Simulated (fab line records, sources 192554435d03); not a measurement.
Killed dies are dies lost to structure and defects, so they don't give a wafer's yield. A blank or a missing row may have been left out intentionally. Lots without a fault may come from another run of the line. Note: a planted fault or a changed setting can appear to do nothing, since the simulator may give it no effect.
Which of the tools did it? / flow n5Finfet / 24 lots, 72 wafers sampled, at 2 steps of a route of 1938

== WHAT THE GAUGES READ, wafer by wafer ==
N5_BEOL_M1_THK_MEAS_53: measures by xrf. Usual: M1_THK 40.1 nm, standard deviation 1.6.
lot=L074; measured=day 6 15:02; on=filmMetro-01; M1_THK (nm)=40.1 38.3 42.4; flag=
lot=L075; measured=day 6 15:31; on=filmMetro-01; M1_THK (nm)=38.8 37.9 39.0; flag=
lot=L076; measured=day 7 02:16; on=filmMetro-01; M1_THK (nm)=39.7 40.9 39.5; flag=
lot=L077; measured=day 7 05:06; on=filmMetro-02; M1_THK (nm)=41.5 43.0 44.2; flag=
lot=L078; measured=day 7 16:55; on=filmMetro-01; M1_THK (nm)=38.9 40.4 41.9; flag=
lot=L079; measured=day 7 21:55; on=filmMetro-02; M1_THK (nm)=41.5 39.4 41.1; flag=
lot=L080; measured=day 8 00:38; on=filmMetro-02; M1_THK (nm)=38.2 40.6 40.9; flag=
lot=L081; measured=day 8 07:31; on=filmMetro-02; M1_THK (nm)=37.3 40.4 42.5; flag=
lot=L082; measured=day 8 19:20; on=filmMetro-02; M1_THK (nm)=40.2 40.7 42.9; flag=
lot=L083; measured=day 8 21:36; on=filmMetro-02; M1_THK (nm)=38.2 40.6 37.4; flag=
lot=L084; measured=day 9 04:53; on=filmMetro-01; M1_THK (nm)=41.2 39.0 41.9; flag=
lot=L085; measured=day 9 12:54; on=filmMetro-01; M1_THK (nm)=42.9 40.8 42.1; flag=
lot=L086; measured=day 9 19:35; on=filmMetro-01; M1_THK (nm)=42.2 41.3 41.6; flag=
lot=L087; measured=day 10 02:51; on=filmMetro-01; M1_THK (nm)=40.3 44.0 42.8; flag=
lot=L088; measured=day 10 06:02; on=filmMetro-02; M1_THK (nm)=36.4 37.7 37.0; flag=
lot=L089; measured=day 10 09:41; on=filmMetro-01; M1_THK (nm)=39.5 40.8 42.3; flag=
lot=L090; measured=day 10 18:59; on=filmMetro-02; M1_THK (nm)=38.7 39.9 39.6; flag=
lot=L091; measured=day 10 20:04; on=filmMetro-01; M1_THK (nm)=42.1 42.4 42.5; flag=
lot=L092; measured=day 11 07:31; on=filmMetro-02; M1_THK (nm)=38.3 36.6 40.1; flag=
lot=L093; measured=day 11 08:36; on=filmMetro-01; M1_THK (nm)=38.7 39.8 39.3; flag=
lot=L094; measured=day 11 13:53; on=filmMetro-01; M1_THK (nm)=38.9 39.6 40.5; flag=
lot=L095; measured=day 12 09:10; on=filmMetro-01; M1_THK (nm)=38.8 39.5 41.4; flag=
lot=L096; measured=day 12 11:20; on=filmMetro-02; M1_THK (nm)=40.2 40.5 39.7; flag=
lot=L097; measured=day 12 15:01; on=filmMetro-02; M1_THK (nm)=39.9 39.6 39.7; flag=

== WHICH TOOL RAN EACH LOT (tool, then ch and the chambers of the sampled wafers, then the start) ==
lot=L074; N5_BEOL_M1_ANNEAL_91=pvdSputter-01, day 6 13:40
lot=L075; N5_BEOL_M1_ANNEAL_91=pvdSputter-03, day 6 14:09
lot=L076; N5_BEOL_M1_ANNEAL_91=pvdSputter-02, day 7 00:54
lot=L077; N5_BEOL_M1_ANNEAL_91=pvdSputter-03, day 7 03:39
lot=L078; N5_BEOL_M1_ANNEAL_91=pvdSputter-02, day 7 15:33
lot=L079; N5_BEOL_M1_ANNEAL_91=pvdSputter-02, day 7 20:33
lot=L080; N5_BEOL_M1_ANNEAL_91=pvdSputter-02, day 7 22:59
lot=L081; N5_BEOL_M1_ANNEAL_91=pvdSputter-03, day 8 04:37
lot=L082; N5_BEOL_M1_ANNEAL_91=pvdSputter-02, day 8 17:34
lot=L083; N5_BEOL_M1_ANNEAL_91=pvdSputter-01, day 8 19:37
lot=L084; N5_BEOL_M1_ANNEAL_91=pvdSputter-01, day 9 02:57
lot=L085; N5_BEOL_M1_ANNEAL_91=pvdSputter-02, day 9 10:54
lot=L086; N5_BEOL_M1_ANNEAL_91=pvdSputter-03, day 9 14:52
lot=L087; N5_BEOL_M1_ANNEAL_91=pvdSputter-03, day 9 23:11
lot=L088; N5_BEOL_M1_ANNEAL_91=pvdSputter-03, day 10 01:37
lot=L089; N5_BEOL_M1_ANNEAL_91=pvdSputter-03, day 10 07:11
lot=L090; N5_BEOL_M1_ANNEAL_91=pvdSputter-02, day 10 14:19
lot=L091; N5_BEOL_M1_ANNEAL_91=pvdSputter-03, day 10 15:25
lot=L092; N5_BEOL_M1_ANNEAL_91=pvdSputter-03, day 11 06:08
lot=L093; N5_BEOL_M1_ANNEAL_91=pvdSputter-01, day 11 07:14
lot=L094; N5_BEOL_M1_ANNEAL_91=pvdSputter-03, day 11 12:30
lot=L095; N5_BEOL_M1_ANNEAL_91=pvdSputter-02, day 12 07:48
lot=L096; N5_BEOL_M1_ANNEAL_91=pvdSputter-02, day 12 09:58
lot=L097; N5_BEOL_M1_ANNEAL_91=pvdSputter-03, day 12 13:38
- N5_BEOL_M1_ANNEAL_91: time 240 s.

== AS READ BY THE TOOLS THEMSELVES (means over the sampled wafers that have a number; for cases with no such wafer, the mark the record gives instead) ==
N5_BEOL_M1_ANNEAL_91. Usual: heaterPowerW 837 W, standard deviation 90; susceptor_temp_C_max 400.9, standard deviation 0.4.
lot=L074; tool=pvdSputter-01; heaterPowerW (W)=823; susceptor_temp_C_max=400.9; flag=
lot=L075; tool=pvdSputter-03; heaterPowerW (W)=886; susceptor_temp_C_max=400.8; flag=
lot=L076; tool=pvdSputter-02; heaterPowerW (W)=737; susceptor_temp_C_max=401.2; flag=
lot=L077; tool=pvdSputter-03; heaterPowerW (W)=901; susceptor_temp_C_max=400.9; flag=
lot=L078; tool=pvdSputter-02; heaterPowerW (W)=691; susceptor_temp_C_max=400.7; flag=
lot=L079; tool=pvdSputter-02; heaterPowerW (W)=868; susceptor_temp_C_max=401.0; flag=
lot=L080; tool=pvdSputter-02; heaterPowerW (W)=858; susceptor_temp_C_max=401.0; flag=
lot=L081; tool=pvdSputter-03; heaterPowerW (W)=871; susceptor_temp_C_max=400.8; flag=
lot=L082; tool=pvdSputter-02; heaterPowerW (W)=776; susceptor_temp_C_max=401.1; flag=
lot=L083; tool=pvdSputter-01; heaterPowerW (W)=749; susceptor_temp_C_max=401.0; flag=
lot=L084; tool=pvdSputter-01; heaterPowerW (W)=836; susceptor_temp_C_max=401.0; flag=
lot=L085; tool=pvdSputter-02; heaterPowerW (W)=720; susceptor_temp_C_max=401.1; flag=
lot=L086; tool=pvdSputter-03; heaterPowerW (W)=877; susceptor_temp_C_max=400.9; flag=
lot=L087; tool=pvdSputter-03; heaterPowerW (W)=851; susceptor_temp_C_max=401.0; flag=
lot=L088; tool=pvdSputter-03; heaterPowerW (W)=852; susceptor_temp_C_max=401.1; flag=
lot=L089; tool=pvdSputter-03; heaterPowerW (W)=869; susceptor_temp_C_max=400.4; flag=
lot=L090; tool=pvdSputter-02; heaterPowerW (W)=780; susceptor_temp_C_max=401.4; flag=
lot=L091; tool=pvdSputter-03; heaterPowerW (W)=894; susceptor_temp_C_max=401.0; flag=
lot=L092; tool=pvdSputter-03; heaterPowerW (W)=904; susceptor_temp_C_max=400.8; flag=
lot=L093; tool=pvdSputter-01; heaterPowerW (W)=771; susceptor_temp_C_max=401.0; flag=
lot=L094; tool=pvdSputter-03; heaterPowerW (W)=881; susceptor_temp_C_max=400.6; flag=
lot=L095; tool=pvdSputter-02; heaterPowerW (W)=743; susceptor_temp_C_max=401.1; flag=
lot=L096; tool=pvdSputter-02; heaterPowerW (W)=815; susceptor_temp_C_max=401.0; flag=
lot=L097; tool=pvdSputter-03; heaterPowerW (W)=917; susceptor_temp_C_max=401.1; flag=

== THE ANSWER, worked out from the rows above alone ==
Rule: lot off if the mean of its wafers having a number is beyond 3 standard deviations from the usual mean. A lot without any number at a reading at which 4 lots or more have one is off too. Any other lot the step has rows for is counted as sound. The gauges are gone through in route order, then the tools' own readings, and for those a lot's mean is taken as printed above. The first step at which some lot is off is used, and at that step the reading that is off furthest; a lot without a number counts as furthest.
Across all readings shown, no lot is off: no conclusion can be drawn from this.

== WHAT WAS PUT IN BY THE SIMULATOR ==
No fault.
